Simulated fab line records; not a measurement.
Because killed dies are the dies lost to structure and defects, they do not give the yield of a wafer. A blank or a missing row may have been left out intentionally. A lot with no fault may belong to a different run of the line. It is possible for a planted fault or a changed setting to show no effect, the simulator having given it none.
fab line records	flow nand-harc
record lots=7	wafers=21	last-day=23
route steps=1159 shown P_GATE@205 P_CONTACT@217
lots that met no fault: from a run of the same line without faults
start-h: hours from the record's first day to the start of the lot's first wafer shown	wait-h: hours since the lot's step before	" repeats the value in the row above	L1.1+2: one row covering several wafers at once	- no value, or no start was given	* or withheld: withheld	< > ~ a bound
route shown NAME@n: names a module that has steps shown in the file, with the first one's number in the route	usual: mean and standard deviation over wafers with no fault	same: alike in all rows	chamber/n: place in a boat	sites: per-site readings	_std_site: the standard deviation of these	_edge_site: inner sites' mean taken away from outer sites' mean	radius-mm: for every site, how far away it sits from the centre of the wafer	mask NAME#n: copy n	behind: tool/chamber where the wafer was last shaped	hold: the reason the lot was held/the length of the hold in hours/how it ended	device: the n, p or np transistor that did not switch	end of line: at the end of the route, the tests of the same wafers	where a step has no rows: the recipe by itself	killed: count of dies lost to structure and defects at first sort (not the wafer's yield)	map: the dies of a wafer, with x for killed, . for not killed, _ for no die there
set.NAME: the setting that was run; set.NAME@STEP: the one run at that earlier step	model.NAME: the simulator's own value behind a step, which no gauge read
a table for each step, a row for each wafer; lots at some steps of the route
services: a tool's chamber out of use, with start hour (start-h, from the record's first day; less than 0 if before it), hours out, and reason
## steps
# step NHARC_P_GATE_STRIP_95
# recipe power-w=1500	temp-c=250	chemistry=O2
# usual drypump-motor-current-A=5.7/0.59	heater-power-w=349/20
lot.wafer	tool	chamber	start-h	wait-h	drypump-motor-current-A	heater-power-w	rf-hours-counter-h
L847.2	plasma-asher-02	0	114.36	0.6	6.4	372	36
L847.6	"	0	"	"	6.4	375	-
L847.5	"	1	"	"	5.1	354	-
L851.1	plasma-asher-01	1	125.24	0.6	6.2	353	7
L851.2	"	0	"	"	5.2	308	7
L851.5	"	1	"	"	6.2	355	-
L852.1	plasma-asher-02	0	132.34	0.6	6.4	382	43
L852.2	"	1	"	"	5.2	340	43
L852.6	"	0	"	"	6.4	367	-
L857.4	plasma-asher-02	1	171.70	0.3	5.1	356	-
L857.5	"	0	"	"	6.4	368	-
L857.6	"	1	"	"	5.1	351	-
L859.2	plasma-asher-01	0	183.71	0.6	5.2	315	25
L859.5	"	0	"	"	5.2	312	-
L859.6	"	1	"	"	6.2	341	-
L862.2	plasma-asher-02	1	203.35	0.6	5.1	351	3
L862.3	"	1	"	"	5.1	351	-
L862.6	"	1	"	"	5.2	352	-
L866.2	plasma-asher-02	0	217.47	0.5	6.4	356	10
L866.4	"	0	"	"	6.4	353	-
L866.5	"	1	"	"	5.1	359	-
# step NHARC_P_GATE_STRIP_96
# recipe time-s=900	temp-c=130	chemistry=SPM
# step NHARC_P_GATE_RTA_64
# recipe temp-c=1050	time-s=1
# usual anneal-temp-c-max=1055.3/2.2	lamp-power-pct=32/5	lamp_zone_4_pct=32/5	wafer_temp_C_max=1054.4/1.1
lot.wafer	tool	chamber	start-h	wait-h	anneal-temp-c-max	lamp-power-pct	lamp_zone_4_pct	wafer_temp_C_max
L847.2	rtp-anneal-01	0	114.97	-	1052.7	37	38	1053.9
L847.5	"	0	"	"	1052.8	37	37	1054.2
L847.6	"	0	"	"	1053.0	37	37	1053.9
L851.1	rtp-anneal-01	0	125.81	-	1052.5	37	37	1055.1
L851.2	"	0	"	"	1052.6	37	37	1054.3
L851.5	"	0	"	"	1053.0	37	37	1053.9
L852.1	rtp-anneal-02	0	132.99	-	1055.7	27	27	1053.8
L852.2	"	0	"	"	1055.9	27	27	1052.5
L852.6	"	0	"	"	1058.6	27	27	1054.1
L857.4	rtp-anneal-01	0	172.32	-	1053.1	37	37	1054.1
L857.5	"	0	"	"	1052.6	37	37	1053.8
L857.6	"	0	"	"	1053.2	38	37	1053.4
L859.2	rtp-anneal-02	0	184.30	-	1055.8	27	27	1054.6
L859.5	"	0	"	"	1057.6	27	27	1056.1
L859.6	"	0	"	"	1056.6	27	27	1053.6
L862.2	rtp-anneal-01	0	203.94	-	1053.2	37	37	1054.2
L862.3	"	0	"	"	1052.9	37	37	1054.8
L862.6	"	0	"	"	1052.8	37	37	1054.5
L866.2	rtp-anneal-02	0	218.05	-	1057.4	27	27	1055.3
L866.4	"	0	"	"	1056.8	27	27	1055.4
L866.5	"	0	"	"	1058.3	27	27	1054.5
# step NHARC_P_GATE_ETCH_77
# recipe target-depth-a=60	chemistry=dHF	material=SiO2
# step NHARC_P_GATE_DEGAS_109
# recipe temp-c=300	time-s=60
# usual heater-power-w=432/35	susceptor-temp-C=299.99/0.2
lot.wafer	tool	chamber	start-h	wait-h	heater-power-w	susceptor-temp-C
L847.2	pvd-sputter-03	-	115.25	0.1	465	300.00
L847.6	"	-	"	"	471	300.38
L847.5	"	-	"	"	457	299.85
L851.2	pvd-sputter-03	-	126.11	0.1	454	299.78
L851.1	"	-	"	"	451	299.92
L851.5	"	-	"	"	366	299.84
L852.2	pvd-sputter-03	-	133.30	0.1	433	299.98
L852.1	"	-	"	"	469	300.01
L852.6	"	-	"	"	457	299.90
L857.4	pvd-sputter-01	-	172.56	0.1	390	299.98
L857.5	"	-	"	"	424	300.44
L857.6	"	-	"	"	451	299.57
L859.2	pvd-sputter-01	-	184.57	0.1	395	299.60
L859.5	"	-	"	"	388	299.61
L859.6	"	-	"	"	410	300.17
L862.3	pvd-sputter-01	-	204.22	0.1	436	299.90
L862.2	"	-	"	"	407	299.70
L862.6	"	-	"	"	429	300.13
L866.2	pvd-sputter-01	-	218.46	0.2	437	300.17
L866.4	"	-	"	"	389	299.84
L866.5	"	-	"	"	445	300.30
# step NHARC_P_GATE_PRE_CLEAN_110
# recipe time-s=30	bias-v=200	gas=Ar
# step NHARC_P_GATE_SPUTTER_78
# recipe target-thk-a=100	material=Ni
# step NHARC_P_GATE_SPUTTER_79
# recipe target-thk-a=100	material=TiN
# step NHARC_P_GATE_RTA_80
# recipe temp-c=300	time-s=30
# step NHARC_P_GATE_STRIP_67
# recipe time-s=600	temp-c=130	chemistry=SPM
# step NHARC_P_GATE_RTA_82
# recipe temp-c=450	time-s=30
# usual anneal-temp-c-max=452.3/0.94	lamp-power-pct=3.7/0.59	lamp_zone_4_pct=3.7/0.59	wafer_temp_C_max=451.9/0.52
lot.wafer	tool	chamber	start-h	wait-h	anneal-temp-c-max	lamp-power-pct	lamp_zone_4_pct	wafer_temp_C_max
L847.2	rtp-anneal-01	0	116.20	-	451.3	4.4	4.4	452.4
L847.5	"	0	"	"	451.9	4.4	4.4	452.6
L847.6	"	0	"	"	451.7	4.4	4.4	451.5
L851.1	rtp-anneal-02	0	126.93	-	452.9	3.2	3.2	451.7
L851.2	"	0	"	"	453.1	3.2	3.2	451.2
L851.5	"	0	"	"	452.8	3.2	3.2	451.6
L852.1	rtp-anneal-02	0	134.25	-	453.4	3.2	3.2	452.4
L852.2	"	0	"	"	452.9	3.2	3.2	452.9
L852.6	"	0	"	"	453.8	3.2	3.2	451.9
L857.4	rtp-anneal-02	0	173.38	-	452.9	3.2	3.2	451.4
L857.5	"	0	"	"	453.3	3.2	3.2	452.1
L857.6	"	0	"	"	453.5	3.2	3.2	451.3
L859.2	rtp-anneal-02	0	185.36	-	452.2	3.2	3.2	451.5
L859.5	"	0	"	"	453.2	3.2	3.2	451.7
L859.6	"	0	"	"	452.7	3.2	3.2	452.6
L862.2	rtp-anneal-02	0	205.19	-	454.7	3.2	3.2	451.3
L862.3	"	0	"	"	453.5	3.2	3.2	450.9
L862.6	"	0	"	"	452.2	3.2	3.2	451.6
L866.2	rtp-anneal-01	0	219.77	-	451.5	4.4	4.4	452.7
L866.4	"	0	"	"	451.6	4.4	4.4	452.2
L866.5	"	0	"	"	451.4	4.4	4.4	452.8
# step NHARC_P_GATE_INSPECT_68
# usual raw-defect-count=205/72
lot.wafer	tool	chamber	start-h	wait-h	raw-defect-count
L847.2	defect-inspect-02	-	116.37	0.1	306
L847.5	"	-	"	"	231
L847.6	"	-	"	"	144
L851.1	defect-inspect-01	-	127.13	0.2	106
L851.2	"	-	"	"	153
L851.5	"	-	"	"	180
L852.1	defect-inspect-01	-	134.45	0.2	188
L852.2	"	-	"	"	186
L852.6	"	-	"	"	123
L857.4	defect-inspect-02	-	173.50	0.1	230
L857.5	"	-	"	"	377
L857.6	"	-	"	"	306
L859.2	defect-inspect-01	-	185.53	0.1	194
L859.5	"	-	"	"	202
L859.6	"	-	"	"	251
L862.2	defect-inspect-02	-	205.50	0.3	257
L862.3	"	-	"	"	186
L862.6	"	-	"	"	174
L866.2	defect-inspect-02	-	219.94	0.1	253
L866.4	"	-	"	"	110
L866.5	"	-	"	"	153
# step NHARC_P_CONTACT_DEP_30
# recipe target-thk-a=300	temp-c=400	target-thk-nm=30	flow-sccm=200	rf-w=450	material=SiNx
# usual heater-power-w=715/120	susceptor-temp-C=400.04/0.2
lot.wafer	tool	chamber	start-h	wait-h	heater-power-w	susceptor-temp-C
L847.2	pecvd-01	2	116.44	0.1	489	400.04
L847.5	"	2	"	"	493	400.33
L847.6	"	0	"	"	856	400.08
L851.2	pecvd-02	0	127.24	0.1	865	400.22
L851.1	"	1	"	"	581	400.16
L851.5	"	2	"	"	688	399.99
L852.2	pecvd-01	0	134.52	0.1	858	400.26
L852.1	"	2	"	"	540	400.13
L852.6	"	0	"	"	862	399.91
L857.5	pecvd-01	2	173.68	0.2	562	400.22
L857.4	"	0	"	"	837	399.77
L857.6	"	1	"	"	631	399.95
L859.2	pecvd-04	1	185.60	0.1	982	400.20
L859.6	"	2	"	"	655	400.02
L859.5	"	0	"	"	680	399.71
L859.2	pecvd-04	1	186.06	-	968	400.02
L859.6	"	2	"	"	655	399.94
L859.5	"	0	"	"	665	399.68
L862.3	pecvd-01	2	205.57	0.1	519	400.50
L862.2	"	1	"	"	628	400.13
L862.6	"	1	"	"	630	400.49
L862.3	pecvd-01	2	206.03	-	504	400.03
L862.2	"	1	"	"	617	399.79
L862.6	"	1	"	"	617	399.68
L866.2	pecvd-02	2	220.04	0.1	767	399.83
L866.5	"	2	"	"	608	399.55
L866.4	"	0	"	"	740	399.89
L866.2	pecvd-02	2	220.50	-	758	400.10
L866.5	"	2	"	"	612	399.77
L866.4	"	0	"	"	728	399.84
# step NHARC_P_CONTACT_DEP_00
# recipe target-thk-a=5000	temp-c=400	pressure-torr=6.5	rf-w=900	teos-flow-sccm=161.4	flow-sccm=2650	target-thk-nm=500	gas=O2	material=SiO2
# usual heater-power-w=557/130	showerhead-vpp-V=1900/82	susceptor-temp-C=399.96/0.21	throttle-valve-pct=16.0/0.67
lot.wafer	tool	chamber	start-h	wait-h	heater-power-w	showerhead-vpp-V	susceptor-temp-C	throttle-valve-pct
L847.2	pecvd-01	2	-	-	297	1834	399.73	15.5
L847.5	"	2	"	"	330	1887	400.03	15.8
L847.6	"	0	"	"	664	1822	400.09	15.4
L851.2	pecvd-02	0	-	-	722	1992	400.15	17.0
L851.1	"	1	"	"	468	2031	399.98	16.6
L851.5	"	2	"	"	553	1907	399.78	15.8
L852.2	pecvd-01	0	-	-	638	1809	400.17	15.3
L852.1	"	2	"	"	380	1850	399.88	15.8
L852.6	"	0	"	"	671	1772	400.07	16.0
L857.5	pecvd-01	2	-	-	395	1881	400.36	15.9
L857.4	"	0	"	"	694	1789	400.11	15.6
L857.6	"	1	"	"	422	1745	399.97	15.8
L859.2	pecvd-04	1	-	-	816	1880	400.33	16.0
L859.6	"	2	"	"	529	1819	400.01	15.6
L859.5	"	0	"	"	659	1978	400.52	15.3
L862.3	pecvd-01	2	-	-	348	1859	400.07	15.7
L862.2	"	1	"	"	471	1780	400.11	15.8
L862.6	"	1	"	"	494	1761	399.73	15.8
L866.2	pecvd-02	2	-	-	596	1876	400.04	15.5
L866.5	"	2	"	"	455	1865	399.72	15.1
L866.4	"	0	"	"	576	1989	400.11	16.7
## services
tool	chamber	start-h	hours	kind
plasma-asher-01	-	99.00	9.0	pm
pvd-sputter-03	-	102.00	10.0	pm
pvd-sputter-01	-	121.60	3.0	repair
pvd-sputter-01	-	149.57	1.4	repair
pecvd-02	-	153.00	13.0	pm
pecvd-02	0	153.00	13.0	vent-cycle
pecvd-02	1	153.00	17.4	vent-cycle
pecvd-02	2	153.00	13.0	vent-cycle
pvd-sputter-01	-	158.00	10.0	pm
pecvd-02	0	166.00	-	clean
pecvd-02	2	166.00	-	clean
pvd-sputter-03	-	171.17	48.7	repair
pvd-sputter-01	-	173.37	2.2	repair
plasma-asher-02	-	183.00	9.0	pm
plasma-asher-02	0	183.00	9.0	vent-cycle
plasma-asher-02	1	183.00	9.0	vent-cycle
plasma-asher-02	0	192.00	-	clean
plasma-asher-02	1	192.00	-	clean
plasma-asher-01	-	194.09	2.6	repair
pecvd-04	-	196.30	13.0	pm
pecvd-04	0	196.30	13.0	vent-cycle
pecvd-04	1	196.30	13.0	vent-cycle
pecvd-04	2	196.30	13.0	vent-cycle
pecvd-04	0	209.30	-	clean
## key
first-sign step=NHARC_P_CONTACT_DEP_30	reading=visit	direction=added
effect none on later readings
met-at NHARC_P_CONTACT_DEP_30
struck-wafers L859.2,L859.5,L859.6,L862.2,L862.3,L862.6,L866.2,L866.4,L866.5
later-rows-left-out L859.2,L859.5,L859.6,L862.3,L866.2,L866.4,L866.5
sort-left-out L859.2,L859.5,L859.6,L862.2,L862.3,L862.6,L866.2,L866.4,L866.5
tester-left-out L859,L862,L866
fault kind=repeated-step-whole	tool=pecvd-01,pecvd-02,pecvd-04	chamber=-	onset-h=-	steps=NHARC_P_CONTACT_DEP_30	times=1	scope=struck-lots-only
# tester-left-out: of these lots the tester's yield and bins aren't shown, on N5 and GAA mostly nor the transistor test; their killed dies are dies lost to structure and defects alone, not to doping, threshold or leakage, so they don't give the yield
# sort-left-out: the simulated sort isn't trusted on such a fault, so these wafers' sort isn't shown, and their yield isn't known
# later-rows-left-out: the simulator's readings of these wafers behind a module that went badly wrong aren't trusted and aren't shown, but for the sort
